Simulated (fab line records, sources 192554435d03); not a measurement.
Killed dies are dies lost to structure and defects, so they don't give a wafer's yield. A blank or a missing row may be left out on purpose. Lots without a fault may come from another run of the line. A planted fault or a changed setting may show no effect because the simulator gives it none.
fab line records | flow n5_finfet | part 2 of 2: steps 14 to 24 of 24
record lots=5 wafers=15 last_day=17
route steps=1938 shown BEOL_M5@1149
lots that met no fault: from a run of the same line without faults
start_h: hours from the record's first day to the start of the lot's first wafer shown | wait_h: hours since the lot's step before | " the same as in the row above | L1.1+2: a row that stands for several wafers | - no value, or no start given | * or withheld: withheld | < > ~ a bound
route shown NAME@n: a module of which the file shows steps, and the number in the route of the first | usual: mean/standard deviation of fault-free wafers | same: alike in all rows | chamber/n: place in a boat | sites: the reading at each site | _std_site: their standard deviation | _edge_site: outer sites' mean less inner sites' | radius_mm: how far each site lies from the wafer's centre | mask NAME#n: copy n | behind: the tool/chamber that last shaped the wafer | hold: why the lot was held/for how many hours/how that ended | device: the transistor (n, p or np) that didn't switch | end of line: the same wafers' tests at the end of the route | a step without rows: its recipe alone | killed: dies lost to structure and defects at the first sort, not the wafer's yield | map: a wafer's dies, x killed, . not, _ none there
set.NAME: the setting as run; set.NAME@STEP: as run at that earlier step | model.NAME: the simulator's own value behind a step, which no gauge read
lots at some steps of the route; a table a step, a row a wafer
services: from which hour (start_h, from the record's first day; less than 0 if before it) a tool's chamber was out of use, for how many hours, and why
## steps
# step N5_BEOL_M5_STRIP_91
# recipe chemistry=N2/H2 time_s=10 power_w=450 temp_c=40 pressure_mtorr=20 rf_frequency_hz=6e+07 bias_power_w=7 n2_flow_sccm=200 h2_flow_sccm=200
# usual chamber_pressure_mTorr=20.002/0.018 drypump_motor_current_A=5.7/0.59 n2_flow_sccm=199.9/0.58 oes_product_au=0.82/0.086 rf_vpp_V=59.3/0.85 showerhead_plenum_p_Torr=2.59/0.075 throttle_valve_pct=23.6/0.32
# columns lot.wafer tool chamber start_h wait_h chamber_pressure_mTorr drypump_motor_current_A n2_flow_sccm oes_product_au rf_hours_counter_h rf_vpp_V showerhead_plenum_p_Torr throttle_valve_pct
L076.3 rie_diel-03 3 - - 20.016 6.2 199.6 0.93 15 59.6 2.72 23.7
L076.4 " 2 " " 20.017 5.1 199.5 0.69 228 59.2 2.40 23.6
L076.6 " 1 " " 19.986 5.4 200.6 0.74 - 58.9 2.65 24.1
L080.3 rie_diel-06 1 - - 20.006 6.8 199.3 0.68 216 59.1 2.63 24.2
L080.4 " 0 " " 19.997 5.9 199.1 0.91 32 60.0 2.61 23.6
L080.5 " 2 " " 19.980 5.5 199.7 0.90 - 60.1 2.50 23.1
L081.1 rie_diel-06 2 - - 19.988 5.5 199.7 0.89 26 59.0 2.50 23.2
L081.5 " 3 " " 19.997 6.0 200.8 0.77 - 60.4 2.55 23.5
L081.6 " 0 " " 20.028 5.9 200.3 0.89 - 60.2 2.61 23.6
L086.2 rie_diel-04 2 - - 20.027 5.4 200.3 0.87 51 59.2 2.69 23.6
L086.3 " 3 " " 20.031 5.5 200.3 0.86 45 58.4 2.59 23.3
L086.6 " 2 " " 19.970 5.4 199.7 0.87 - 59.0 2.69 23.6
L096.3 rie_diel-04 0 - - 19.994 6.4 199.8 0.82 78 60.6 2.56 23.8
L096.5 " 2 " " 19.999 5.4 200.1 0.84 - 59.3 2.68 23.6
L096.6 " 1 " " 20.017 4.7 199.5 0.89 - 59.0 2.60 23.4
# step N5_BEOL_M5_OCD_MEAS_38
# usual trench_depth_nm=72.0/1.3
# columns lot.wafer tool chamber start_h wait_h trench_depth_nm
L076.3 ocd-02 - 181.09 - 74.2
L076.4 " - " " 70.7
L076.6 " - " " 71.7
L080.3 ocd-01 - 208.48 - 70.3
L080.4 " - " " 71.6
L080.5 " - " " 73.5
L081.1 ocd-01 - 216.76 - 71.2
L081.5 " - " " 70.5
L081.6 " - " " 70.5
L086.2 ocd-01 - 250.39 - 74.0
L086.3 " - " " 73.4
L086.6 " - " " 73.7
L096.3 ocd-02 - 309.18 - 72.9
L096.5 " - " " 73.0
L096.6 " - " " 73.6
# step N5_BEOL_M5_HM_STRIP_39
# recipe chemistry=peroxide_tin_strip material=TiN target_depth_a=250 temp_c=50 time_s=158
# columns lot.wafer tool chamber start_h wait_h
L076.3+4+6 wet_bench-06 1,7,2 181.12 0.0
L080.3+4+5 wet_bench-06 3,6,7 208.51 0.0
L081.1+5+6 wet_bench-02 7,4,6 216.79 0.0
L086.2+3+6 wet_bench-02 2,7,1 250.43 0.0
L096.3+5+6 wet_bench-06 1,6,7 309.21 0.0
# step N5_BEOL_M5_SRD_40
# recipe time_s=30 temp_c=23 rinse_liquid=diw dry=ipa_marangoni
# columns lot.wafer tool chamber start_h wait_h
L076.3+4+6 wet_bench-06 1,7,2 181.17 0.0
L080.3+4+5 wet_bench-06 3,6,7 208.56 0.0
L081.1+5+6 wet_bench-02 7,4,6 216.84 0.0
L086.2+3+6 wet_bench-02 2,7,1 250.47 0.0
L096.3+5+6 wet_bench-06 1,6,7 309.26 0.0
# step N5_BEOL_M5_PRECLEAN_42
# recipe chemistry=residue_remover time_s=60 temp_c=40
# columns lot.wafer tool chamber start_h wait_h
L076.3+4+6 wet_bench-06 1,7,2 181.18 0.0
L080.3+4+5 wet_bench-06 3,6,7 208.58 0.0
L081.1+5+6 wet_bench-02 7,4,6 216.86 0.0
L086.2+3+6 wet_bench-02 2,7,1 250.49 0.0
L096.3+5+6 wet_bench-06 1,6,7 309.27 0.0
# step N5_BEOL_M5_SRD_43
# recipe time_s=30 temp_c=23 rinse_liquid=diw dry=ipa_marangoni
# columns lot.wafer tool chamber start_h wait_h
L076.3+4+6 wet_bench-06 1,7,2 181.20 0.0
L080.3+4+5 wet_bench-06 3,6,7 208.59 0.0
L081.1+5+6 wet_bench-02 7,4,6 216.87 0.0
L086.2+3+6 wet_bench-02 2,7,1 250.51 0.0
L096.3+5+6 wet_bench-06 1,6,7 309.29 0.0
# step N5_BEOL_M5_CD_MEAS_35
# recipe target_cd_nm=28 target_cd_y_nm=24 polarity=opening
# usual cd_nm=27.99/0.3
# columns lot.wafer tool chamber start_h wait_h cd_nm
L076.3 cd_sem-01 - 181.24 0.0 28.32
L076.4 " - " " 27.95
L076.6 " - " " 27.83
L080.3 cd_sem-02 - 208.64 0.0 28.54
L080.4 " - " " 28.21
L080.5 " - " " 28.21
L081.1 cd_sem-01 - 216.91 0.0 27.66
L081.5 " - " " 27.99
L081.6 " - " " 27.89
L086.2 cd_sem-03 - 250.55 0.0 27.87
L086.3 " - " " 28.35
L086.6 " - " " 28.06
L096.3 cd_sem-02 - 309.33 0.0 27.64
L096.5 " - " " 27.64
L096.6 " - " " 28.06
# step N5_BEOL_M5_CURE_80
# recipe temp_c=370 time_s=120 ambient=DMADMS/He material=SiCOH_lowk
# usual lamp_power_pct=52.31/0.05 wafer_temp_C_max=371.6/0.62
# columns lot.wafer tool chamber start_h wait_h lamp_power_pct wafer_temp_C_max
L076.3 uv_cure-01 1 181.60 0.4 52.35 371.2
L076.4 " 1 " " 52.26 371.6
L076.6 " 1 " " 52.31 371.0
L080.3 uv_cure-02 0 208.78 0.1 52.29 371.2
L080.4 " 0 " " 52.24 371.0
L080.5 " 0 " " 52.34 372.2
L081.1 uv_cure-03 0 217.17 0.3 52.36 370.6
L081.5 " 0 " " 52.34 370.8
L081.6 " 0 " " 52.39 370.8
L086.2 uv_cure-02 0 250.64 0.1 52.24 371.5
L086.3 " 0 " " 52.34 371.4
L086.6 " 0 " " 52.30 371.9
L096.3 uv_cure-03 2 309.91 0.6 52.31 371.5
L096.5 " 2 " " 52.34 371.3
L096.6 " 2 " " 52.33 371.2
# step N5_BEOL_M5_DEGAS_44
# recipe ambient=vacuum temp_c=250 time_s=60
# usual heater_power_w=318/24
# columns lot.wafer tool chamber start_h wait_h heater_power_w
L076.3 pvd_sputter-03 - 182.06 0.4 338
L076.4 " - " " 302
L076.6 " - " " 301
L080.3 pvd_sputter-03 - 209.10 0.3 307
L080.4 " - " " 306
L080.5 " - " " 307
L081.1 pvd_sputter-03 - 217.97 0.7 327
L081.5 " - " " 293
L081.6 " - " " 330
L086.2 pvd_sputter-03 - 251.67 1.0 311
L086.3 " - " " 336
L086.6 " - " " 303
L096.3 pvd_sputter-01 - 311.29 1.3 346
L096.5 " - " " 342
L096.6 " - " " 343
# step N5_BEOL_M5_PRE_CLEAN_45
# recipe gas=H2/He time_s=30 temp_c=250
# usual heater_power_w=318/25
# columns lot.wafer tool chamber start_h wait_h heater_power_w
L076.3 pvd_sputter-03 - 182.10 0.0 332
L076.4 " - " " 301
L076.6 " - " " 298
L080.3 pvd_sputter-03 - 209.14 0.0 303
L080.4 " - " " 310
L080.5 " - " " 307
L081.1 pvd_sputter-03 - 218.01 0.0 332
L081.5 " - " " 299
L081.6 " - " " 330
L086.2 pvd_sputter-03 - 251.71 0.0 302
L086.3 " - " " 333
L086.6 " - " " 301
L096.3 pvd_sputter-01 - 311.33 0.0 345
L096.5 " - " " 353
L096.6 " - " " 354
# step N5_BEOL_M5_ALD_86
# recipe material=TaN target_thk_a=* temp_c=275 ald_precursor_family=PDMAT ald_co_reactant=NH3 pressure_torr=3 carrier_flow_sccm=1500 pulse_time_s=2 purge_time_s=3 co_reactant_purge_time_s=2 co_reactant_pulse_time_s=3 ald_cycles=30 precursor_vessel_temp_c=75 precursor_vessel_pressure_torr=26.25 precursor_vessel_carrier_sccm=1000
# usual heater_power_w=393/29 precursor_vessel_carrier_sccm=1000.2/2.8
# columns lot.wafer tool chamber start_h wait_h heater_power_w precursor_vessel_carrier_sccm
L076.3 ald_metal-03 3 182.16 0.0 428 997.5
L076.4 " 1 " " 399 998.3
L076.6 " 0 " " 344 996.5
L080.3 ald_metal-03 2 209.20 0.0 342 1000.5
L080.4 " 3 " " 426 996.3
L080.5 " 1 " " 390 1002.9
L081.1 ald_metal-02 2 218.07 0.0 389 1003.4
L081.5 " 2 " " 399 998.1
L081.6 " 1 " " 383 1002.0
L086.2 ald_metal-03 1 251.77 0.0 406 999.0
L086.3 " 2 " " 350 1004.5
L086.6 " 2 " " 342 1000.8
L096.3 ald_metal-03 3 311.62 0.3 432 998.9
L096.5 " 1 " " 402 998.3
L096.6 " 2 " " 341 1000.8
## services
# columns tool chamber start_h hours kind
uv_cure-02 - 157.95 6.0 pm
uv_cure-02 - 168.82 9.7 repair
rie_diel-04 1 179.78 2.1 repair
rie_diel-04 1 183.93 - clean
rie_diel-04 1 183.93 - consumable_replace:focus_ring
rie_diel-04 1 183.93 21.3 scheduled_down
rie_diel-04 1 183.93 21.3 vent_cycle
uv_cure-02 - 193.83 2.6 repair
uv_cure-01 - 212.44 24.9 pm
rie_diel-03 1 231.32 3.0 repair
uv_cure-01 - 237.34 5.0 pm
rie_diel-06 2 238.25 3.6 repair
uv_cure-01 - 244.91 2.1 pm
rie_diel-03 2 254.58 - clean
rie_diel-03 2 254.58 - consumable_replace:focus_ring
rie_diel-03 2 254.58 - consumable_replace:showerhead
rie_diel-03 2 254.58 14.9 scheduled_down
rie_diel-03 2 254.58 14.9 vent_cycle
ald_metal-03 1 269.22 2.1 repair
rie_diel-04 - 275.75 2.8 pm
uv_cure-01 - 288.05 2.8 pm
pvd_sputter-03 - 291.12 9.5 repair
rie_diel-03 0 295.00 6.5 repair
